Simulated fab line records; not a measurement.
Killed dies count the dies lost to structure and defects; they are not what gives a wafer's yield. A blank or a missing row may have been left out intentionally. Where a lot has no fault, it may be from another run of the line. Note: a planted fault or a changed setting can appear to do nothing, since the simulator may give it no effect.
Split-lot experiment | flow n5Finfet | 7 lots, 21 wafers read, on a route of 1938 steps

SPLIT DETAILS
At N5_ZERO_LAYER_COAT_05 (resist thk 1000 nm), the setting spinRpm was moved away from the recipe's 1500 rpm on 4 of the 21 wafers read, by -8.2% to +7.8%. The other wafers ran this setting at the recipe's value.

Reading taken at the split's own step.

THE READING
coat_of_ZERO_LAYER_COAT_05.thkNm (the simulator's own value, which no gauge read), in nm, at N5_ZERO_LAYER_COAT_05 (resist thk 1000 nm). There is no usual value for it anywhere in the file. Across the 17 wafers here that went through the recipe, the average is 1000.8 nm and the standard deviation 2.6 nm.

wafer  | tool, chamber at the split | spinRpm as run, rpm | against the recipe | coat_of_ZERO_LAYER_COAT_05.thkNm, nm | against lot-mates on the recipe
L075.1 | lithoTrack-03, 0           | 1500                | recipe             | 1004                                 | -
L075.4 | lithoTrack-03, 0           | 1500                | recipe             | 1004                                 | -
L075.3 | lithoTrack-03, 0           | 1500                | recipe             | 1006                                 | -
L077.2 | lithoTrack-02, 0           | 1500                | recipe             | 998.4                                | -
L077.3 | lithoTrack-02, 0           | 1500                | recipe             | 998.5                                | -
L077.6 | lithoTrack-02, 0           | 1500                | recipe             | 1000                                 | -
L078.2 | lithoTrack-02, 0           | 1617                | +7.8%              | 965.3                                | -36.7
L078.4 | lithoTrack-02, 0           | 1617                | +7.8%              | 967.9                                | -34.1
L078.5 | lithoTrack-02, 0           | 1500                | recipe             | 1002                                 | -
L082.2 | lithoTrack-04, 0           | 1500                | recipe             | 1000                                 | -
L082.4 | lithoTrack-04, 0           | 1500                | recipe             | 998.8                                | -
L082.6 | lithoTrack-04, 0           | 1500                | recipe             | 998.9                                | -
L084.1 | lithoTrack-04, 0           | 1500                | recipe             | 1002                                 | -
L084.3 | lithoTrack-04, 0           | 1500                | recipe             | 1001                                 | -
L084.6 | lithoTrack-04, 0           | 1417                | -5.5%              | 1030                                 | +28.5
L091.1 | lithoTrack-04, 0           | 1500                | recipe             | 997                                  | -
L091.2 | lithoTrack-04, 0           | 1377                | -8.2%              | 1041                                 | +43.9
L091.3 | lithoTrack-04, 0           | 1500                | recipe             | 997.2                                | -
L095.3 | lithoTrack-04, 0           | 1500                | recipe             | 1002                                 | -
L095.5 | lithoTrack-04, 0           | 1500                | recipe             | 1004                                 | -
L095.6 | lithoTrack-04, 0           | 1500                | recipe             | 999.5                                | -

THE FIT
A straight line over all 21 wafers: coat_of_ZERO_LAYER_COAT_05.thkNm changes by -4.67 nm for each +1% of spinRpm; r = -0.99; the points scatter about the line by 2.7 nm.
The same after taking each lot's own level away (the mean of its wafers on the recipe; 21 wafers): -4.88 nm for each +1%; r = -1.00; scatter 1.5 nm.
According to that fit, moving spinRpm by its largest amount changes the reading by 40 nm.
Across the lots, their own levels run from 997.10 to 1004.67 nm, a range of 3.0 times the standard deviation given above.
The two slopes are in agreement: the lot-to-lot level therefore moves the slope only a little.
Check: +38.6 nm against its lot-mates is what the line predicts for one of the wafers moved furthest among these (-8.2%) when that wafer is left out of the fit. Against them it came out at +43.9 nm.

FURTHER SPLITS ON THESE WAFERS
These wafers also went through other splits before the reading. Each is held against what the fit with the lots' levels taken away leaves over:
other split on the same wafers | wafers away from the commonest value | r with coat_of_ZERO_LAYER_COAT_05.thkNm (lot level and that fit taken away)
N5_ZERO_LAYER_PECVD_02 timeS   | 10                                   | +0.33

THE WHOLE CHAIN: every reading that the file lists as answering this split, in the file's order
step                   | what it does       | reading                                                                           | change (the file's fit)              | r (the file's)
N5_ZERO_LAYER_COAT_05  | resist thk 1000 nm | coat_of_ZERO_LAYER_COAT_05.thkNm (the simulator's own value, which no gauge read) | -5.01 nm for each +1% of the setting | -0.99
N5_ZERO_LAYER_STRIP_24 | strips in O2       | stripTimeToEndpointS                                                              | withheld for each +1% of the setting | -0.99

THE FILE'S OWN FIT
coat_of_ZERO_LAYER_COAT_05.thkNm changes by -5.01 nm for each +1% of spinRpm, r = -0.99.
